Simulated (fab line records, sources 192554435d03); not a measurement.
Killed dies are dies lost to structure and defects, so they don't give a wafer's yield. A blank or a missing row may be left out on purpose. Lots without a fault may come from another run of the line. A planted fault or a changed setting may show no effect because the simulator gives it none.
Which tool did it? | flow n5_finfet | 23 lots, 69 wafers sampled, at 5 steps of a route of 1938

WHAT THE GAUGES READ, wafer by wafer
N5_BEOL_M7_OVL_MEAS_29. Usual: V6_OVL 0.1 nm, standard deviation 0.61.
lot  | measured     | on         | V6_OVL (nm)    | flag
L074 | day 9 15:56  | overlay-02 | -0.7 -1.1 -1.6 |
L075 | day 9 18:12  | overlay-02 | -0.6 -0.5 0.0  |
L077 | day 10 06:43 | overlay-01 | 0.1 0.6 0.6    |
L076 | day 10 08:04 | overlay-01 | -0.4 -0.1 0.0  |
L078 | day 10 13:46 | overlay-01 | -0.2 0.1 0.3   |
L079 | day 10 13:53 | overlay-01 | -0.1 0.4 0.7   |
L081 | day 11 12:33 | overlay-01 | -0.3 0.8 -0.4  |
L082 | day 11 13:44 | overlay-02 | -0.1 -0.3 -0.2 |
L083 | day 11 17:29 | overlay-02 | 0.1 0.8 0.4    |
L084 | day 11 17:40 | overlay-01 | 0.5 0.3 0.4    |
L085 | day 12 17:39 | overlay-01 | -0.6 -0.2 -0.2 |
L087 | day 12 17:44 | overlay-02 | 0.6 1.0 1.8    |
L088 | day 12 20:38 | overlay-02 | -1.2 -0.3 0.0  |
L086 | day 12 20:50 | overlay-02 | -0.7 -0.5 -0.6 |
L089 | day 13 04:20 | overlay-02 | -0.6 -0.9 -0.5 |
L091 | day 13 06:18 | overlay-01 | 0.5 0.8 0.1    |
L090 | day 13 19:12 | overlay-01 | -0.2 -0.4 1.0  |
L092 | day 14 02:37 | overlay-02 | 0.2 -0.2 -0.5  |
L093 | day 14 03:21 | overlay-01 | 0.4 0.1 -0.1   |
L094 | day 14 13:34 | overlay-02 | 0.5 -0.2 1.2   |
L095 | day 14 23:00 | overlay-01 | 0.1 0.8 1.3    |
L097 | day 15 17:28 | overlay-02 | 0.2 0.3 0.0    |
L096 | day 15 21:45 | overlay-01 | -1.9 -1.0 -0.4 |

N5_BEOL_M8_CD_MEAS_18: pitch 80 nm, target cd 40 nm. Usual: cd_nm 39.6 nm, standard deviation 0.78.
lot  | measured     | on        | cd_nm (nm)     | flag
L074 | day 9 22:08  | cd_sem-02 | 40.7 38.9 39.6 |
L075 | day 10 02:14 | cd_sem-01 | 38.4 38.5 37.8 |
L077 | day 10 13:04 | cd_sem-03 | 40.4 41.8 40.4 |
L076 | day 10 13:26 | cd_sem-01 | 39.1 38.0 38.9 |
L078 | day 10 23:38 | cd_sem-02 | 40.0 40.7 38.7 |
L079 | day 10 23:31 | cd_sem-03 | 38.5 40.3 40.0 |
L081 | day 11 19:20 | cd_sem-03 | 39.8 40.1 39.6 |
L082 | day 11 20:54 | cd_sem-01 | 37.4 38.7 39.3 |
L083 | day 12 02:37 | cd_sem-03 | 39.5 39.8 39.8 |
L084 | day 12 03:07 | cd_sem-01 | 39.7 39.8 38.8 |
L085 | day 13 00:29 | cd_sem-02 | 39.7 39.5 39.8 |
L087 | day 13 00:57 | cd_sem-03 | 39.7 40.3 39.4 |
L088 | day 13 01:58 | cd_sem-02 | 40.3 40.4 40.0 |
L086 | day 13 05:31 | cd_sem-03 | 40.1 39.9 39.7 |
L089 | day 13 11:14 | cd_sem-03 | 39.6 39.4 40.2 |
L091 | day 13 14:21 | cd_sem-02 | 39.2 39.2 39.1 |
L090 | day 14 02:25 | cd_sem-02 | 39.4 40.4 40.3 |
L092 | day 14 08:54 | cd_sem-03 | 40.2 39.5 39.1 |
L093 | day 14 09:28 | cd_sem-02 | 40.0 40.7 40.5 |
L094 | day 14 20:35 | cd_sem-03 | 38.3 39.4 38.6 |
L095 | day 15 05:40 | cd_sem-03 | 39.0 38.7 39.8 |
L097 | day 16 00:53 | cd_sem-03 | 38.6 38.3 38.5 |
L096 | day 16 04:22 | cd_sem-01 | 41.2 39.5 39.7 |

WHICH TOOL RAN EACH LOT (tool, then ch and the chambers of the sampled wafers, then the start)
lot  | N5_BEOL_M7_ILD_DEP_00           | N5_BEOL_M7_DESCUM_16               | N5_BEOL_M7_ETCH_65
L074 | pecvd-01 ch 0,1, day 9 10:25    | rie_diel-06 ch 2,3, day 9 12:01    | rie_diel-02 ch 0,3, day 9 16:05
L075 | pecvd-02 ch 0,1,2, day 9 12:29  | rie_diel-06 ch 0,2,3, day 9 17:09  | rie_diel-06 ch 2,3, day 9 18:20
L077 | pecvd-01 ch 1, day 10 02:50     | rie_diel-04 ch 2,3, day 10 05:30   | rie_diel-04 ch 0,2,3, day 10 06:52
L076 | pecvd-02 ch 0,1,2, day 10 05:26 | rie_diel-04 ch 0,1,3, day 10 07:13 | rie_diel-02 ch 1,2, day 10 08:12
L078 | pecvd-02 ch 0,2, day 10 09:26   | rie_diel-02 ch 0,2,3, day 10 12:53 | rie_diel-06 ch 0,3, day 10 14:01
L079 | pecvd-04 ch 0,1,2, day 10 10:31 | rie_diel-04 ch 0,2, day 10 12:56   | rie_diel-02 ch 1,2,3, day 10 14:01
L081 | pecvd-04 ch 0,1,2, day 11 08:46 | rie_diel-04 ch 1,2,3, day 11 11:43 | rie_diel-04 ch 0,2,3, day 11 13:03
L082 | pecvd-01 ch 1,2, day 11 09:17   | rie_diel-06 ch 0,2, day 11 11:52   | rie_diel-06 ch 0,2, day 11 13:56
L083 | pecvd-01 ch 0,1,2, day 11 13:34 | rie_diel-02 ch 0,2,3, day 11 15:20 | rie_diel-02 ch 1,3, day 11 17:38
L084 | pecvd-02 ch 0,1,2, day 11 14:10 | rie_diel-06 ch 0,3, day 11 15:33   | rie_diel-04 ch 0,2,3, day 11 18:05
L085 | pecvd-02 ch 0,1, day 12 11:07   | rie_diel-02 ch 1,3, day 12 15:01   | rie_diel-02 ch 0,1,2, day 12 17:58
L087 | pecvd-04 ch 0,1, day 12 15:01   | rie_diel-02 ch 0,2, day 12 16:55   | rie_diel-06 ch 1,2, day 12 18:28
L088 | pecvd-01 ch 0,1,2, day 12 16:17 | rie_diel-06 ch 2,3, day 12 19:36   | rie_diel-06 ch 0,1,3, day 12 20:46
L086 | pecvd-02 ch 1,2, day 12 17:43   | rie_diel-06 ch 0,2, day 12 19:54   | rie_diel-04 ch 0,1, day 12 21:17
L089 | pecvd-02 ch 0,2, day 12 23:22   | rie_diel-02 ch 1,2,3, day 13 01:24 | rie_diel-04 ch 0,1, day 13 04:52
L091 | pecvd-01 ch 0,1,2, day 12 23:39 | rie_diel-06 ch 0,1,3, day 13 01:49 | rie_diel-02 ch 0,2, day 13 06:26
L090 | pecvd-04 ch 1,2, day 13 11:04   | rie_diel-06 ch 1,2,3, day 13 14:37 | rie_diel-04 ch 0,1,3, day 13 19:56
L092 | pecvd-04 ch 0,1, day 13 22:11   | rie_diel-04 ch 0,1,2, day 14 00:05 | rie_diel-02 ch 0,1, day 14 02:50
L093 | pecvd-02 ch 0,1, day 13 22:56   | rie_diel-06 ch 0,1,3, day 14 02:03 | rie_diel-06 ch 0,1, day 14 03:29
L094 | pecvd-02 ch 0,1,2, day 14 10:32 | rie_diel-06 ch 0,1, day 14 12:41   | rie_diel-02 ch 1,2, day 14 13:41
L095 | pecvd-04 ch 0,2, day 14 16:17   | rie_diel-04 ch 1,2,3, day 14 19:35 | rie_diel-02 ch 0,2,3, day 14 23:41
L097 | pecvd-02 ch 0,1, day 15 10:23   | rie_diel-04 ch 1,2, day 15 12:39   | rie_diel-04 ch 0,1,2, day 15 17:37
L096 | pecvd-01 ch 0,1,2, day 15 14:14 | rie_diel-04 ch 0,1,2, day 15 18:52 | rie_diel-02 ch 0,1,3, day 15 21:54
- N5_BEOL_M7_ILD_DEP_00: deposits SiCOH lowk from DEMS/porogen, target thk 179.75 nm, time 33.4 s.
- N5_BEOL_M7_DESCUM_16: chemistry O2, time 7.9 s.
- N5_BEOL_M7_ETCH_65: etches SiARC in CF4, target depth 15.6 nm, time 26 s.

WHAT THE TOOLS THEMSELVES READ (means of the sampled wafers that have a number; where no wafer has one, the mark that the record gives instead)
N5_BEOL_M7_ILD_DEP_00. Usual: heater_power_w 305 W, standard deviation 45; rf_fwd_power_W 494.8 W, standard deviation 1.9; showerhead_plenum_p_Torr 5.743 Torr, standard deviation 0.016; throttle_valve_pct 13.7 %, standard deviation 0.84.
lot  | tool     | heater_power_w (W) | rf_fwd_power_W (W) | showerhead_plenum_p_Torr (Torr) | throttle_valve_pct (%) | flag
L074 | pecvd-01 | 370                | 497.9              | 5.735                           | 13.7                   |
L075 | pecvd-02 | 295                | 493.3              | 5.756                           | 14.2                   |
L077 | pecvd-01 | 290                | 497.2              | 5.728                           | 14.9                   |
L076 | pecvd-02 | 305                | 493.8              | 5.750                           | 14.3                   |
L078 | pecvd-02 | 269                | 494.3              | 5.749                           | 13.8                   |
L079 | pecvd-04 | 307                | 495.2              | 5.735                           | 13.2                   |
L081 | pecvd-04 | 317                | 494.1              | 5.739                           | 13.2                   |
L082 | pecvd-01 | 295                | 493.9              | 5.732                           | 14.1                   |
L083 | pecvd-01 | 299                | 495.8              | 5.740                           | 13.3                   |
L084 | pecvd-02 | 287                | 493.4              | 5.748                           | 14.3                   |
L085 | pecvd-02 | 316                | 494.3              | 5.758                           | 14.4                   |
L087 | pecvd-04 | 355                | 495.7              | 5.735                           | 13.2                   |
L088 | pecvd-01 | 316                | 495.3              | 5.733                           | 13.4                   |
L086 | pecvd-02 | 275                | 494.4              | 5.745                           | 14.0                   |
L089 | pecvd-02 | 286                | 493.7              | 5.743                           | 13.7                   |
L091 | pecvd-01 | 305                | 496.3              | 5.728                           | 13.4                   |
L090 | pecvd-04 | 276                | 494.1              | 5.753                           | 13.2                   |
L092 | pecvd-04 | 361                | 494.9              | 5.738                           | 13.3                   |
L093 | pecvd-02 | 318                | 493.2              | 5.744                           | 14.4                   |
L094 | pecvd-02 | 280                | 493.5              | 5.756                           | 14.3                   |
L095 | pecvd-04 | 301                | 493.6              | 5.726                           | 13.0                   |
L097 | pecvd-02 | 302                | 493.9              | 5.748                           | 14.5                   |
L096 | pecvd-01 | 310                | 496.9              | 5.731                           | 13.5                   |

N5_BEOL_M7_DESCUM_16. Usual: drypump_motor_current_A 5.5 A, standard deviation 0.49; oes_product_au 0.80 a.u., standard deviation 0.09; rf_fwd_power_W 49.25 W, standard deviation 0.23; rf_vpp_V 243.1 V, standard deviation 1.4; showerhead_plenum_p_Torr 2.08 Torr, standard deviation 0.073; throttle_valve_pct 20.48 %, standard deviation 0.28.
lot  | tool        | drypump_motor_current_A (A) | oes_product_au (a.u.) | rf_fwd_power_W (W) | rf_vpp_V (V) | showerhead_plenum_p_Torr (Torr) | throttle_valve_pct (%) | flag
L074 | rie_diel-06 | 5.0                         | 0.87                  | 48.97              | 244.7        | 2.08                            | 20.26                  |
L075 | rie_diel-06 | 5.1                         | 0.83                  | 49.14              | 243.0        | 2.05                            | 20.47                  |
L077 | rie_diel-04 | 5.6                         | 0.69                  | 49.16              | 244.1        | 2.16                            | 20.51                  |
L076 | rie_diel-04 | 5.8                         | 0.81                  | 49.20              | 243.5        | 2.12                            | 20.41                  |
L078 | rie_diel-02 | 5.6                         | 0.72                  | 49.43              | 242.7        | 2.03                            | 20.51                  |
L079 | rie_diel-04 | 5.9                         | 0.76                  | 49.21              | 243.4        | 2.13                            | 20.83                  |
L081 | rie_diel-04 | 6.0                         | 0.72                  | 49.21              | 244.0        | 2.14                            | 20.50                  |
L082 | rie_diel-06 | 5.2                         | 0.84                  | 49.22              | 243.1        | 2.07                            | 20.54                  |
L083 | rie_diel-02 | 5.6                         | 0.72                  | 49.58              | 243.1        | 2.02                            | 20.51                  |
L084 | rie_diel-06 | 5.3                         | 0.75                  | 49.24              | 241.5        | 1.99                            | 20.67                  |
L085 | rie_diel-02 | 5.6                         | 0.79                  | 49.57              | 242.3        | 2.02                            | 20.44                  |
L087 | rie_diel-02 | 5.9                         | 0.82                  | 49.57              | 243.3        | 2.04                            | 20.41                  |
L088 | rie_diel-06 | 5.1                         | 0.75                  | 48.94              | 242.5        | 2.02                            | 20.45                  |
L086 | rie_diel-06 | 5.0                         | 0.85                  | 49.19              | 242.4        | 2.10                            | 20.35                  |
L089 | rie_diel-02 | 5.6                         | 0.83                  | 49.47              | 241.2        | 2.02                            | 20.29                  |
L091 | rie_diel-06 | 5.2                         | 0.81                  | 49.13              | 242.3        | 2.08                            | 20.54                  |
L090 | rie_diel-06 | 5.1                         | 0.83                  | 49.13              | 243.3        | 2.11                            | 20.33                  |
L092 | rie_diel-04 | 6.0                         | 0.87                  | 49.38              | 243.4        | 2.11                            | 20.48                  |
L093 | rie_diel-06 | 5.3                         | 0.80                  | 49.10              | 242.4        | 2.08                            | 20.55                  |
L094 | rie_diel-06 | 5.2                         | 0.87                  | 49.10              | 244.1        | 2.17                            | 20.42                  |
L095 | rie_diel-04 | 6.0                         | 0.79                  | 49.26              | 244.7        | 2.14                            | 20.37                  |
L097 | rie_diel-04 | 6.3                         | 0.81                  | 49.00              | 243.4        | 2.12                            | 20.35                  |
L096 | rie_diel-04 | 6.1                         | 0.84                  | 49.19              | 242.2        | 2.10                            | 20.50                  |

N5_BEOL_M7_ETCH_65. Usual: drypump_motor_current_A 5.6 A, standard deviation 0.47; etch_rf_on_time_s 26.0 s, standard deviation 0.62; oes_product_au 0.68 a.u., standard deviation 0.069; rf_fwd_power_W 532.2 W, standard deviation 2.1; rf_vpp_V 183.7 V, standard deviation 0.97; showerhead_plenum_p_Torr 2.12 Torr, standard deviation 0.054; throttle_valve_pct 15.7 %, standard deviation 0.31.
lot  | tool        | drypump_motor_current_A (A) | etch_rf_on_time_s (s) | oes_product_au (a.u.) | rf_fwd_power_W (W) | rf_vpp_V (V) | showerhead_plenum_p_Torr (Torr) | throttle_valve_pct (%) | flag
L074 | rie_diel-02 | 5.7                         | 25.7                  | 0.65                  | 533.2              | 183.4        | 2.11                            | 16.0                   |
L075 | rie_diel-06 | 5.1                         | 26.0                  | 0.68                  | 533.7              | 184.1        | 2.11                            | 15.8                   |
L077 | rie_diel-04 | 5.6                         | 26.4                  | 0.66                  | 532.7              | 184.3        | 2.17                            | 15.8                   |
L076 | rie_diel-02 | 5.9                         | 26.0                  | 0.67                  | 534.3              | 183.0        | 2.09                            | 15.4                   |
L078 | rie_diel-06 | 5.3                         | 25.7                  | 0.65                  | 531.2              | 183.5        | 2.07                            | 15.9                   |
L079 | rie_diel-02 | 5.6                         | 26.0                  | 0.64                  | 533.6              | 183.5        | 2.09                            | 15.7                   |
L081 | rie_diel-04 | 5.7                         | 26.1                  | 0.66                  | 531.6              | 183.5        | 2.17                            | 15.8                   |
L082 | rie_diel-06 | 5.0                         | 26.6                  | 0.73                  | 532.3              | 184.2        | 2.16                            | 15.5                   |
L083 | rie_diel-02 | 5.6                         | 25.2                  | 0.68                  | 535.3              | 182.9        | 2.07                            | 15.6                   |
L084 | rie_diel-04 | 5.7                         | 26.2                  | 0.65                  | 532.7              | 184.4        | 2.17                            | 15.8                   |
L085 | rie_diel-02 | 5.9                         | 25.7                  | 0.72                  | 531.4              | 183.3        | 2.10                            | 15.5                   |
L087 | rie_diel-06 | 5.0                         | 26.7                  | 0.76                  | 529.9              | 185.1        | 2.24                            | 15.4                   |
L088 | rie_diel-06 | 5.3                         | 26.0                  | 0.70                  | 531.7              | 183.3        | 2.13                            | 15.7                   |
L086 | rie_diel-04 | 6.2                         | 26.3                  | 0.68                  | 529.2              | 183.6        | 2.13                            | 15.5                   |
L089 | rie_diel-04 | 5.9                         | 25.9                  | 0.72                  | 530.6              | 184.0        | 2.11                            | 15.6                   |
L091 | rie_diel-02 | 5.9                         | 25.9                  | 0.68                  | 531.3              | 183.4        | 2.12                            | 15.8                   |
L090 | rie_diel-04 | 5.8                         | 25.8                  | 0.67                  | 530.7              | 183.5        | 2.15                            | 15.6                   |
L092 | rie_diel-02 | 6.0                         | 25.4                  | 0.64                  | 533.2              | 183.6        | 2.10                            | 15.9                   |
L093 | rie_diel-06 | 5.2                         | 26.6                  | 0.73                  | 532.0              | 184.3        | 2.21                            | 15.6                   |
L094 | rie_diel-02 | 5.9                         | 25.7                  | 0.71                  | 535.6              | 183.5        | 2.08                            | 15.3                   |
L095 | rie_diel-02 | 5.6                         | 25.4                  | 0.68                  | 532.0              | 183.0        | 2.10                            | 15.8                   |
L097 | rie_diel-04 | 6.1                         | 26.3                  | 0.71                  | 532.2              | 184.4        | 2.14                            | 15.6                   |
L096 | rie_diel-02 | 5.7                         | 25.5                  | 0.64                  | 531.8              | 183.1        | 2.08                            | 15.9                   |

THE ANSWER, worked out from the rows above alone
Rule: a lot is off if the mean of its wafers that have a number lies more than 3 standard deviations from the usual mean. A lot without any number at a reading at which 4 lots or more have one is off too. The other lots that the step has rows for count as sound. The gauges are gone through in route order, then the tools' own readings, and for those a lot's mean is taken as printed above. The first step at which some lot is off is used, and at that step the reading that is off furthest; a lot without a number counts as furthest.
No lot is off at any reading shown: from this, nothing can be told.

WHAT THE SIMULATOR HAD PUT IN
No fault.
